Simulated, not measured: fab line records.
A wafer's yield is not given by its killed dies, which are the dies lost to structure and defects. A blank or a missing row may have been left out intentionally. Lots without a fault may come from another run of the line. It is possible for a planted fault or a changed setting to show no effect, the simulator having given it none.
Matching of chambers + flow n5Finfet + 4 sister chambers for N5_BEOL_M1_STRIP_36 on rieDiel-05
The step strips in N2/H2. 18 wafers are shown with their chamber, then 9 later ones without.

== WAFERS, EACH WITH ITS CHAMBER ==
| wafer  | chamber | showerheadPlenumPTorr (Torr) | oesProductAu (a.u.) | throttleValvePct (%) |
|--------|---------|------------------------------|---------------------|----------------------|
| L074.2 | 2       | 2.61                         | 0.93                | 23.28                |
| L074.5 | 3       | 2.44                         | 0.74                | 23.46                |
| L074.6 | 2       | 2.61                         | 0.92                | 23.31                |
| L075.1 | 3       | 2.44                         | 0.74                | 23.45                |
| L075.2 | 2       | 2.61                         | 0.91                | 23.30                |
| L075.4 | 1       | 2.35                         | 0.81                | 23.64                |
| L076.1 | 0       | 2.41                         | 0.70                | 23.68                |
| L076.2 | 1       | 2.35                         | 0.80                | 23.63                |
| L076.4 | 3       | 2.44                         | 0.73                | 23.42                |
| L077.1 | 2       | 2.61                         | 0.91                | 23.28                |
| L077.4 | 3       | 2.44                         | 0.74                | 23.46                |
| L077.6 | 1       | 2.35                         | 0.80                | 23.65                |
| L080.1 | 2       | 2.61                         | 0.88                | 23.33                |
| L080.2 | 0       | 2.41                         | 0.70                | 23.74                |
| L080.6 | 1       | 2.34                         | 0.80                | 23.67                |
| L084.1 | 1       | 2.34                         | 0.79                | 23.64                |
| L084.2 | 2       | 2.60                         | 0.88                | 23.33                |
| L084.5 | 1       | 2.34                         | 0.79                | 23.67                |

SIGNATURES (averages over the wafers above)
| reading               | chamber 0 | chamber 1 | chamber 2 | chamber 3 | scatter within a chamber |
|-----------------------|-----------|-----------|-----------|-----------|--------------------------|
| showerheadPlenumPTorr | 2.4100    | 2.3450    | 2.6083    | 2.4400    | 0.00408                  |
| oesProductAu          | 0.7000    | 0.7983    | 0.9050    | 0.7375    | 0.0134                   |
| throttleValvePct      | 23.7100   | 23.6500   | 23.3050   | 23.4475   | 0.0221                   |
Rule: a wafer lies at a distance from a chamber equal to the root of the sum of squares, over the readings, of (its reading less the chamber's mean, divided by the reading's scatter). If the next closest chamber is less than 2 further off than the closest, the wafer can't be placed; otherwise it belongs to the closest. The scatter is the square root of a quotient: the sum, over the shown wafers, of each reading's squared deviation from its chamber's mean, divided by wafers minus chambers.

== WAFERS WITH NO CHAMBER GIVEN ==
| wafer  | showerheadPlenumPTorr (Torr) | oesProductAu (a.u.) | throttleValvePct (%) |
|--------|------------------------------|---------------------|----------------------|
| L085.2 | 2.34                         | 0.79                | 23.65                |
| L085.4 | 2.43                         | 0.72                | 23.50                |
| L085.5 | 2.34                         | 0.78                | 23.67                |
| L090.1 | 2.42                         | 0.73                | 23.50                |
| L090.3 | 2.40                         | 0.68                | 23.74                |
| L090.6 | 2.40                         | 0.70                | 23.73                |
| L096.1 | 2.59                         | 0.86                | 23.35                |
| L096.4 | 2.33                         | 0.78                | 23.67                |
| L096.5 | 2.33                         | 0.78                | 23.66                |

== CHAMBER TAKEN BY EACH ==
| wafer  | from the rows above | in truth |
|--------|---------------------|----------|
| L085.2 | 1                   | 1        |
| L085.4 | 3                   | 3        |
| L085.5 | 1                   | 1        |
| L090.1 | 3                   | 3        |
| L090.3 | 0                   | 0        |
| L090.6 | 0                   | 0        |
| L096.1 | 2                   | 2        |
| L096.4 | 1                   | 1        |
| L096.5 | 1                   | 1        |
Correct placement for 9 of the 9. Number that these rows cannot place: 0. Placed wrongly: 0.
